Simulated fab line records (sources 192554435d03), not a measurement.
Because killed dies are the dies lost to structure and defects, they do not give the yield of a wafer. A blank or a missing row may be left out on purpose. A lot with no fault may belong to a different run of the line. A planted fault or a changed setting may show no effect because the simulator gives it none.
Matching of chambers | flow n5_finfet | rie_diel-04 running N5_BEOL_M0_SAQP_SPACER2_ETCHBACK_27: 4 sister chambers
The step etches SiO2 in CHF3/O2, target depth 22.5 nm, time 11.25 s. 20 wafers are shown with their chamber, then 10 later ones without.

## WAFERS, EACH WITH ITS CHAMBER
wafer  | chamber | showerhead_plenum_p_Torr (Torr) | throttle_valve_pct (%) | rf_vpp_V (V)
L074.4 | 1       | 2.45                            | 19.14                  | 513
L074.5 | 1       | 2.45                            | 19.14                  | 512
L074.6 | 2       | 2.40                            | 19.16                  | 517
L076.2 | 0       | 2.30                            | 19.09                  | 509
L076.4 | 1       | 2.45                            | 19.16                  | 514
L076.6 | 3       | 2.55                            | 18.46                  | 536
L079.1 | 1       | 2.45                            | 19.17                  | 512
L079.4 | 3       | 2.55                            | 18.47                  | 534
L079.6 | 2       | 2.39                            | 19.16                  | 517
L084.2 | 3       | 2.55                            | 18.50                  | 536
L084.4 | 0       | 2.30                            | 19.12                  | 506
L084.5 | 3       | 2.55                            | 18.49                  | 535
L082.1 | 1       | 2.44                            | 19.18                  | 514
L082.4 | 0       | 2.30                            | 19.12                  | 507
L082.6 | 0       | 2.30                            | 19.12                  | 507
L087.4 | 2       | 2.39                            | 19.19                  | 516
L087.5 | 1       | 2.44                            | 19.17                  | 513
L087.6 | 0       | 2.30                            | 19.13                  | 507
L088.1 | 1       | 2.44                            | 19.17                  | 512
L088.2 | 2       | 2.39                            | 19.20                  | 517

SIGNATURES, as means of the wafers listed above
reading                  | chamber 0 | chamber 1 | chamber 2 | chamber 3 | scatter within a chamber
showerhead_plenum_p_Torr | 2.3000    | 2.4457    | 2.3925    | 2.5500    | 0.00392
throttle_valve_pct       | 19.1160   | 19.1614   | 19.1775   | 18.4800   | 0.0171
rf_vpp_V                 | 507.20    | 512.86    | 516.75    | 535.25    | 0.907
Rule: for each reading, subtract the chamber's mean from the wafer's reading, divide by that reading's scatter and square the result; add these up over the readings and take the root, which gives the wafer's distance from the chamber. The wafer belongs to the nearest chamber; if the next one is less than 2 further off, it can't be placed. The scatter: the root of (the sum of the squares of (reading less its chamber's mean) over the shown wafers, divided by (wafers less chambers)).

## WAFERS WITH NO CHAMBER GIVEN
wafer  | showerhead_plenum_p_Torr (Torr) | throttle_valve_pct (%) | rf_vpp_V (V)
L088.6 | 2.30                            | 19.12                  | 506
L089.1 | 2.39                            | 19.20                  | 516
L089.3 | 2.29                            | 19.13                  | 507
L089.5 | 2.54                            | 18.50                  | 536
L092.1 | 2.54                            | 18.51                  | 535
L092.3 | 2.44                            | 19.20                  | 515
L092.6 | 2.54                            | 18.51                  | 535
L095.3 | 2.44                            | 19.20                  | 512
L095.5 | 2.38                            | 19.22                  | 517
L095.6 | 2.54                            | 18.52                  | 536

## EACH ONE'S CHAMBER
wafer  | from the rows above | in truth
L088.6 | 0                   | 0
L089.1 | 2                   | 2
L089.3 | 0                   | 0
L089.5 | 3                   | 3
L092.1 | 3                   | 3
L092.3 | 1                   | 1
L092.6 | 3                   | 3
L095.3 | 1                   | 1
L095.5 | 2                   | 2
L095.6 | 3                   | 3
Placed correctly: 10 of 10. Not placeable from these rows: 0. 0 placed wrongly.
